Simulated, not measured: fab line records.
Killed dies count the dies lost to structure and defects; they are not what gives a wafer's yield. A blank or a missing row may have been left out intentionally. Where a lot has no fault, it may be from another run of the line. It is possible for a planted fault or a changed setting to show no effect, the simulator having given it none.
Split-lot study | flow n5Finfet | on a route of 1938 steps: 7 lots, 21 wafers read

## THE SPLIT
At N5_BEOL_M3_COAT_05 (resist thk 30 nm), the setting spinRpm was moved away from the recipe's 1500 rpm on 9 of the 21 wafers read, by -9.9% to +4.0%. This setting was run at the recipe's value on the other wafers.

Reading taken at the split's own step.

## THE READING
CAR-EUV_of_BEOL_M3_COAT_05.thkNm (the simulator's own value, which no gauge read), in nm, at N5_BEOL_M3_COAT_05 (resist thk 30 nm). There is no usual value for it anywhere in the file. Here, 12 wafers ran the recipe; their average is 30.0 nm with a standard deviation of 0.055 nm.

wafer  | tool, chamber at the split | spinRpm as run, rpm | against the recipe | CAR-EUV_of_BEOL_M3_COAT_05.thkNm, nm | against lot-mates on the recipe
L075.1 | lithoTrack-04, 0           | 1351                | -9.9%              | 31.6                                 | +1.6
L075.4 | lithoTrack-04, 0           | 1351                | -9.9%              | 31.6                                 | +1.6
L075.5 | lithoTrack-04, 0           | 1500                | recipe             | 30                                   | -
L076.1 | lithoTrack-04, 0           | 1414                | -5.7%              | 30.8                                 | +0.8
L076.5 | lithoTrack-04, 0           | 1414                | -5.7%              | 30.8                                 | +0.8
L076.2 | lithoTrack-04, 0           | 1500                | recipe             | 30                                   | -
L081.1 | lithoTrack-01, 0           | 1500                | recipe             | 30                                   | -
L081.2 | lithoTrack-01, 0           | 1500                | recipe             | 30                                   | -
L081.4 | lithoTrack-01, 0           | 1542                | +2.8%              | 29.6                                 | -0.4
L085.1 | lithoTrack-04, 0           | 1500                | recipe             | 30                                   | -
L085.4 | lithoTrack-04, 0           | 1500                | recipe             | 30                                   | -
L085.5 | lithoTrack-04, 0           | 1500                | recipe             | 30.2                                 | -
L086.2 | lithoTrack-01, 0           | 1500                | recipe             | 30                                   | -
L086.3 | lithoTrack-01, 0           | 1560                | +4.0%              | 29.4                                 | -0.6
L086.4 | lithoTrack-01, 0           | 1560                | +4.0%              | 29.4                                 | -0.6
L088.2 | lithoTrack-04, 0           | 1500                | recipe             | 30                                   | -
L088.4 | lithoTrack-04, 0           | 1500                | recipe             | 30                                   | -
L088.5 | lithoTrack-04, 0           | 1500                | recipe             | 30                                   | -
L095.4 | lithoTrack-04, 0           | 1387                | -7.5%              | 31.2                                 | +1.2
L095.5 | lithoTrack-04, 0           | 1387                | -7.5%              | 31.2                                 | +1.2
L095.6 | lithoTrack-04, 0           | 1500                | recipe             | 30                                   | -

FIT RESULTS
A straight line over all 21 wafers: CAR-EUV_of_BEOL_M3_COAT_05.thkNm changes by -0.155 nm for each +1% of spinRpm; r = -1.00; the points scatter about the line by 0.058 nm.
The same after taking each lot's own level away (the mean of its wafers on the recipe; 21 wafers): -0.156 nm for each +1%; r = -1.00; scatter 0.053 nm.
The reading moves by 1.5 nm for the largest change in spinRpm, on that fit.
From 30.00 to 30.07 nm: that is the span of the lots' own levels, equal to 1.2 times the standard deviation above.
The two slopes agree, so the slope changes little with the lot-to-lot level.
Check: +1.53 nm against its lot-mates is what the line predicts for one of the wafers moved furthest among these (-9.9%) when that wafer is left out of the fit. Against them it came out at +1.6 nm.

## ADDITIONAL SPLITS CARRIED BY THESE WAFERS
Note: prior to the reading, these wafers also went through further splits. Each is held against what the fit with the lots' levels taken away leaves over:
other split on the same wafers                | wafers away from the commonest value | r with CAR-EUV_of_BEOL_M3_COAT_05.thkNm (lot level and that fit taken away)
N5_SDB_EXPOSE_08 doseMj                       | 11                                   | -0.16
N5_HKMG_FIN_DESCUM_17 timeS                   | 5                                    | -0.17
N5_MOL_CONTACT_COAG_ETCHBACK_136 targetDepthA | 3                                    | -0.07
N5_BEOL_M0_SAQP_PECVD_96 timeS                | 10                                   | -0.50
N5_BEOL_M0_SAQP_PECVD_04 timeS                | 11                                   | -0.36
N5_BEOL_M1_TRENCH_ETCH_37 biasW               | 8                                    | +0.01
N5_BEOL_M2_ETCH_69 biasW                      | 12                                   | -0.11

## FILE'S OWN FIT
CAR-EUV_of_BEOL_M3_COAT_05.thkNm changes by -0.156 nm for each +1% of spinRpm, r = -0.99.
